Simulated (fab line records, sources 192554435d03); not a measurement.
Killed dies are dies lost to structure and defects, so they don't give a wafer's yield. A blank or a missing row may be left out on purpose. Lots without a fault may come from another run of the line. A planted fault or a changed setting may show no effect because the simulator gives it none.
Which tool did it? | flow n5_finfet | 10 lots, 30 wafers sampled, at 5 steps of a route of 1938

WHAT THE GAUGES READ, wafer by wafer
N5_BEOL_M4_RC_MEAS_101. Usual: DIBL_N 35.9 mV/V, standard deviation 1.4; DIBL_P 35.9 mV/V, standard deviation 1.7; IOFF_N 0.160 nA/um, standard deviation 0.026; IOFF_P 0.21 nA/um, standard deviation 0.036; ION_N 672 uA/um, standard deviation 11; ION_P 461 uA/um, standard deviation 8.1; SS_N 71.4 mV/dec, standard deviation 0.54; SS_P 73.2 mV/dec, standard deviation 0.67; VT_N 249.3 mV, standard deviation 2.7; VT_P -250 mV, standard deviation 3.9.
lot  | measured     | on        | DIBL_N (mV/V)  | DIBL_P (mV/V)  | IOFF_N (nA/um)    | IOFF_P (nA/um) | ION_N (uA/um) | ION_P (uA/um) | SS_N (mV/dec)  | SS_P (mV/dec)  | VT_N (mV)         | VT_P (mV)      | flag
L439 | day 7 17:38  | prober-01 | 35.5 34.1 34.8 | 35.6 33.7 34.4 | 0.172 0.148 0.159 | 0.26 0.23 0.24 | 685 678 681   | 473 478 474   | 71.3 71.3 71.0 | 73.5 73.0 72.9 | 250.0 248.9 248.9 | -243 -246 -244 |
L440 | day 8 04:54  | prober-01 | 34.3 38.8 36.5 | 33.6 39.7 35.2 | 0.129 0.233 0.155 | 0.19 0.29 0.22 | 660 687 672   | 462 468 457   | 71.6 72.8 72.1 | 72.8 74.8 73.3 | 250.5 243.2 251.0 | -248 -244 -247 |
L442 | day 9 04:48  | prober-02 | 36.3 38.0 36.7 | 36.2 39.1 35.7 | 0.161 0.208 0.169 | 0.22 0.28 0.21 | 674 682 674   | 462 465 454   | 71.1 72.0 71.8 | 74.1 73.7 73.2 | 249.6 246.3 250.4 | -247 -248 -247 |
L443 | day 9 12:25  | prober-02 | 37.0 35.1 34.3 | 38.7 36.5 35.6 | 0.187 0.160 0.139 | 0.24 0.20 0.18 | 680 680 673   | 455 468 459   | 72.2 71.6 71.5 | 74.2 73.1 73.1 | 246.1 248.8 249.6 | -249 -253 -255 |
L444 | day 9 14:31  | prober-01 | 37.4 37.1 35.0 | 35.6 36.0 33.4 | 0.178 0.178 0.136 | 0.20 0.21 0.16 | 674 686 664   | 456 458 448   | 71.8 71.6 71.7 | 73.3 73.6 72.4 | 247.8 249.2 253.0 | -255 -253 -255 |
L445 | day 9 05:35  | prober-01 | 35.8 37.2 35.4 | 37.4 38.3 36.6 | 0.168 0.183 0.158 | 0.24 0.24 0.21 | 689 681 666   | 473 463 459   | 71.4 71.7 70.7 | 73.3 73.6 73.8 | 248.0 246.9 249.3 | -249 -247 -252 |
L446 | day 9 16:41  | prober-01 | 36.4 36.4 35.4 | 34.8 35.9 34.2 | 0.153 0.160 0.147 | 0.20 0.23 0.20 | 671 677 670   | 464 474 465   | 71.4 71.3 70.6 | 73.4 73.2 72.6 | 250.6 248.7 249.6 | -250 -247 -246 |
L449 | day 10 14:10 | prober-02 | 35.7 34.4 33.6 | 35.9 34.8 33.0 | 0.157 0.137 0.122 | 0.21 0.20 0.17 | 667 666 648   | 456 463 452   | 71.3 70.3 71.2 | 73.0 73.0 71.8 | 250.1 248.8 253.3 | -247 -248 -251 |
L450 | day 10 16:13 | prober-01 | 35.7 32.5 36.7 | 36.3 31.9 37.0 | 0.153 0.104 0.161 | 0.19 0.14 0.20 | 676 658 663   | 455 448 452   | 70.7 70.6 71.4 | 74.0 72.7 74.8 | 248.6 258.3 250.6 | -255 -257 -255 |
L454 | day 11 15:05 | prober-02 | 34.8 34.5 34.4 | 35.3 34.6 35.7 | 0.136 0.142 0.152 | 0.16 0.16 0.17 | 656 669 681   | 454 453 458   | 71.0 70.9 71.0 | 73.2 73.3 72.9 | 249.6 250.4 247.1 | -255 -254 -254 |

WHICH TOOL RAN EACH LOT (tool, then ch and the chambers of the sampled wafers, then the start)
lot  | N5_BEOL_M1_TRENCH_ETCH_37                     | N5_BEOL_M1_ALD_84                  | N5_BEOL_M1_SPUTTER_79        | N5_BEOL_M1_SPUTTER_81
L439 | rie_diel-04 ch 0,1,2, day 6 08:29 or earlier  | ald_metal-04 ch 0,2, day 6 08:29   | pvd_sputter-02, day 6 13:11  | pvd_sputter-02, day 6 13:25
L440 | rie_diel-03 ch 1,2, day 6 21:24 or earlier    | ald_metal-01 ch 1,2,3, day 6 21:24 | pvd_sputter-01, day 6 22:16  | pvd_sputter-01, day 6 22:29
L442 | rie_diel-02 ch 0,1,2, day 7 14:26 or earlier  | ald_metal-02 ch 0,1,3, day 7 14:26 | pvd_sputter-03, day 7 16:29  | pvd_sputter-03, day 7 16:43
L443 | rie_diel-03 ch 1,2,3, day 7 19:32 or earlier  | ald_metal-01 ch 0,2,3, day 7 19:32 | pvd_sputter-02, day 7 20:15  | pvd_sputter-02, day 7 20:28
L444 | rie_diel-04 ch 0,1, day 7 19:35 or earlier    | ald_metal-02 ch 0,2,3, day 7 19:35 | pvd_sputter-03, day 7 20:28  | pvd_sputter-03, day 7 20:41
L445 | rie_diel-04 ch 0,1,2, day 7 20:40 or earlier  | ald_metal-04 ch 1,2,3, day 7 20:40 | pvd_sputter-03, day 7 22:18  | pvd_sputter-03, day 7 22:31
L446 | rie_diel-02 ch 1,3, day 8 08:07 or earlier    | ald_metal-04 ch 1,2, day 8 08:07   | pvd_sputter-01, day 8 08:50  | pvd_sputter-01, day 8 09:04
L449 | rie_diel-04 ch 0,1,2, day 8 20:53 or earlier  | ald_metal-04 ch 1,2, day 8 20:53   | pvd_sputter-02, day 8 22:55  | pvd_sputter-02, day 8 23:08
L450 | rie_diel-03 ch 0,1,3, day 9 03:56 or earlier  | ald_metal-01 ch 0,3, day 9 03:56   | pvd_sputter-02, day 9 04:37  | pvd_sputter-02, day 9 04:50
L454 | rie_diel-04 ch 0,2,3, day 10 06:27 or earlier | ald_metal-04 ch 1,3, day 10 06:27  | pvd_sputter-01, day 10 07:20 | pvd_sputter-01, day 10 07:33
- N5_BEOL_M1_TRENCH_ETCH_37: etches SiOC in C4F6/O2, target depth 55.207 nm, time 29 s.
- N5_BEOL_M1_ALD_84: deposits TaN, pulse time 2 s, purge time 3 s, co reactant purge time 2 s.
- N5_BEOL_M1_SPUTTER_79: material Cu, target thk 4.5 nm, time 8.29 s.
- N5_BEOL_M1_SPUTTER_81: material Cu, target thk 4.5 nm, time 8.29 s.

WHAT THE TOOLS THEMSELVES READ (means of the sampled wafers that have a number; where no wafer has one, the mark that the record gives instead)
N5_BEOL_M1_TRENCH_ETCH_37. Usual: drypump_motor_current_A 5.7 A, standard deviation 0.43; oes_product_au 0.78 a.u., standard deviation 0.075; rf_vpp_V 663 V, standard deviation 15; showerhead_plenum_p_Torr 2.89 Torr, standard deviation 0.086; throttle_valve_pct 20.9 %, standard deviation 0.33.
lot  | tool        | drypump_motor_current_A (A) | oes_product_au (a.u.) | rf_vpp_V (V) | showerhead_plenum_p_Torr (Torr) | throttle_valve_pct (%) | flag
L439 | rie_diel-04 | 5.9                         | 0.74                  | 679          | 2.92                            | 21.0                   |
L440 | rie_diel-03 | 5.3                         | 0.79                  | 649          | 2.82                            | 20.9                   |
L442 | rie_diel-02 | 5.7                         | 0.84                  | 671          | 2.87                            | 20.6                   |
L443 | rie_diel-03 | 5.5                         | 0.81                  | 646          | 2.87                            | 20.9                   |
L444 | rie_diel-04 | 6.1                         | 0.73                  | 678          | 2.91                            | 20.8                   |
L445 | rie_diel-04 | 5.9                         | 0.73                  | 679          | 2.92                            | 21.0                   |
L446 | rie_diel-02 | 5.8                         | 0.87                  | 665          | 2.92                            | 20.5                   |
L449 | rie_diel-04 | 5.9                         | 0.73                  | 679          | 2.92                            | 21.0                   |
L450 | rie_diel-03 | 5.9                         | 0.78                  | 648          | 2.86                            | 20.9                   |
L454 | rie_diel-04 | 5.7                         | 0.81                  | 672          | 2.90                            | 20.9                   |

N5_BEOL_M1_ALD_84. Usual: heater_power_w 392 W, standard deviation 38.
lot  | tool         | heater_power_w (W) | flag
L439 | ald_metal-04 | 419                |
L440 | ald_metal-01 | 353                |
L442 | ald_metal-02 | 424                |
L443 | ald_metal-01 | 380                |
L444 | ald_metal-02 | 400                |
L445 | ald_metal-04 | 389                |
L446 | ald_metal-04 | 403                |
L449 | ald_metal-04 | 398                |
L450 | ald_metal-01 | 397                |
L454 | ald_metal-04 | 376                |

N5_BEOL_M1_SPUTTER_79. Usual: throttle_valve_pct 30.0 %, standard deviation 1.3.
lot  | tool           | throttle_valve_pct (%) | flag
L439 | pvd_sputter-02 | 29.3                   |
L440 | pvd_sputter-01 | 30.1                   |
L442 | pvd_sputter-03 | 30.2                   |
L443 | pvd_sputter-02 | 32.1                   |
L444 | pvd_sputter-03 | 31.3                   |
L445 | pvd_sputter-03 | 29.0                   |
L446 | pvd_sputter-01 | 29.4                   |
L449 | pvd_sputter-02 | 30.7                   |
L450 | pvd_sputter-02 | 31.2                   |
L454 | pvd_sputter-01 | 30.3                   |

N5_BEOL_M1_SPUTTER_81. Usual: throttle_valve_pct 30.0 %, standard deviation 1.3.
lot  | tool           | throttle_valve_pct (%) | flag
L439 | pvd_sputter-02 | 29.3                   |
L440 | pvd_sputter-01 | 29.9                   |
L442 | pvd_sputter-03 | 30.5                   |
L443 | pvd_sputter-02 | 32.0                   |
L444 | pvd_sputter-03 | 31.3                   |
L445 | pvd_sputter-03 | 29.0                   |
L446 | pvd_sputter-01 | 29.4                   |
L449 | pvd_sputter-02 | 30.7                   |
L450 | pvd_sputter-02 | 31.2                   |
L454 | pvd_sputter-01 | 30.1                   |

THE ANSWER, worked out from the rows above alone
Rule: a lot is off if the mean of its wafers that have a number lies more than 3 standard deviations from the usual mean. A lot without any number at a reading at which 4 lots or more have one is off too. The other lots that the step has rows for count as sound. The gauges are gone through in route order, then the tools' own readings, and for those a lot's mean is taken as printed above. The first step at which some lot is off is used, and at that step the reading that is off furthest; a lot without a number counts as furthest.
No lot is off at any reading shown: from this, nothing can be told.

WHAT THE SIMULATOR HAD PUT IN
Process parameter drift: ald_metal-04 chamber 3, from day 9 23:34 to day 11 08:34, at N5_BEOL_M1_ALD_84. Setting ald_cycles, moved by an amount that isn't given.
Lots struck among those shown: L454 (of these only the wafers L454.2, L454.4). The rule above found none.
